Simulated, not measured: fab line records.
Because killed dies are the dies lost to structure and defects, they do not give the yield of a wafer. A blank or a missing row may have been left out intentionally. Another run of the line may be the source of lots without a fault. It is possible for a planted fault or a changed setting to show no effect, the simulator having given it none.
Code-filled problem report in 8D (eight disciplines) form :: flow nandHarc :: the parts of the form that need people (team, actions taken, sign-off) are left out

1. THE ISSUE
Mean of cdNm at NHARC_A_CHANNEL_HOLE_D1_CD_MEAS_10: 107.3 nm across 3 wafers in 3 lots; on wafers with no fault it is 100.1 nm (standard deviation 0.36). That is +20 standard deviations from the usual mean.
The step: target cd 100 nm.
Earliest sighting: wafer L882.1 on cdSem-03 at day 9 22:46. At this step, 28 wafers from 10 lots have a number in the record. The rule behind "out" and "out of limits": a value lying over 4 standard deviations away from the usual mean. The other wafers with a number count as sound.

2. WHAT THIS IS AND IS NOT
question: which readings at this step
is: cdNm
is not: -

question: which lots
is: L882, L883, L884
is not: L875, L890, L891, L895, L896, L897, L898

question: which wafers of those lots
is: L882.1, L883.3, L884.1
is not: L882.4, L883.4, L884.2, L884.6

question: read on which gauges
is: cdSem-01, cdSem-03
is not: cdSem-02

question: when
is: from day 9 22:46
is not: up to then (4 sound wafers); but 21 sound wafers of L883, L884, L890, L891, L895, L896, L897, L898 came after

3. WHAT RULES OUT EACH SUSPECT
Counting: a tool at a process step up to the reading stays a suspect if it ran every lot that is out. Sound lots after the first of them don't rule it out here, since some wafers of a struck lot are sound.
- the gauge at NHARC_A_CHANNEL_HOLE_D1_CD_MEAS_10 is ruled out. Those wafers that are out were read across 2 gauges (cdSem-01, cdSem-03).
- pecvd-03 at NHARC_A_CHANNEL_HOLE_D1_DEP_01 (deposits SiON, target thk 140 nm): kept. It ran every lot that is out, first L882 (day 9 22:12).
- lithoTrack-04 at NHARC_A_CHANNEL_HOLE_D1_PEB_08 (peb time 65 s): kept. It processed each lot that is out (first: L882, day 9 22:41); up to then, its last sound lot is L875 (day 8 07:58).
What counting leaves: pecvd-03 at NHARC_A_CHANNEL_HOLE_D1_DEP_01 and lithoTrack-04 at NHARC_A_CHANNEL_HOLE_D1_PEB_08.

4. THE CAUSE (what the simulator had put in)
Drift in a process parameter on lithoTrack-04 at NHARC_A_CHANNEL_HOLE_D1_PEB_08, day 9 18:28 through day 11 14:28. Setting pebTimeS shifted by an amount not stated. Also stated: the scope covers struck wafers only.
Counting leaves 2 suspects; this tool is one of them.

5. SEQUENCE OF EFFECTS, ordered by route
One row per reading whose mean, taken over the struck wafers that have a number, lies over 3 standard deviations from the usual. Only readings for which the record gives a usual standard deviation are gone through. hours: the time from each lot's start at the first step in this table that gives one to its start at this step, as a median over the lots. sigmas: the change in usual standard deviations.
hours: 0
step: NHARC_A_CHANNEL_HOLE_D1_CD_MEAS_10
reading: cdNm
usual: 100.1 nm
on struck wafers: 107.3
change: +7.2
sigmas: +20

hours: 7
step: NHARC_A_CHANNEL_HOLE_D1_CD_MEAS_30
reading: cdNm
usual: 90.0 nm
on struck wafers: 97.9
change: +7.9
sigmas: +10

hours: 7
step: NHARC_A_CHANNEL_HOLE_D1_XSEM_31
reading: botCdNm
usual: 74.6 nm
on struck wafers: 82.6
change: +8.0
sigmas: +8.4

hours: 258
step: NHARC_END_WLT_00
reading: VT_DECK1_BOTTOM_INNER
usual: 0.874
on struck wafers: 0.895
change: +0.021
sigmas: +3.4

hours: 258
step: NHARC_END_WLT_00
reading: VT_DECK1_MEDIAN_NEAR_BOTTOM
usual: 0.874
on struck wafers: 0.894
change: +0.020
sigmas: +3.6

hours: 258
step: NHARC_END_WLT_00
reading: VT_DECK1_MEDIAN_NEAR_BOTTOM_INNER
usual: 0.876
on struck wafers: 0.896
change: +0.020
sigmas: +3.1
The process steps in it:
- NHARC_A_CHANNEL_HOLE_D1_XSEM_31
Later steps that measure or inspect, where all struck wafers having a row at the step show a number for every such reading and not one has moved that far: NHARC_END_SORT_01.

6. WHAT WOULD HAVE CAUGHT IT SOONER
The first out-of-limits reading at a measuring or inspecting step in this record came at day 9 22:46, 4 hours after the fault's start at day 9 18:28.
Tool readings at NHARC_A_CHANNEL_HOLE_D1_PEB_08 with a usual standard deviation given in the record: none out on any struck wafer, hence no alarm at a limit of 4 standard deviations on them.
Lots out: 3; of these, L883, L884 started NHARC_A_CHANNEL_HOLE_D1_PEB_08 on lithoTrack-04 after day 9 22:46. A hold on the tool at that time would have spared those 2.
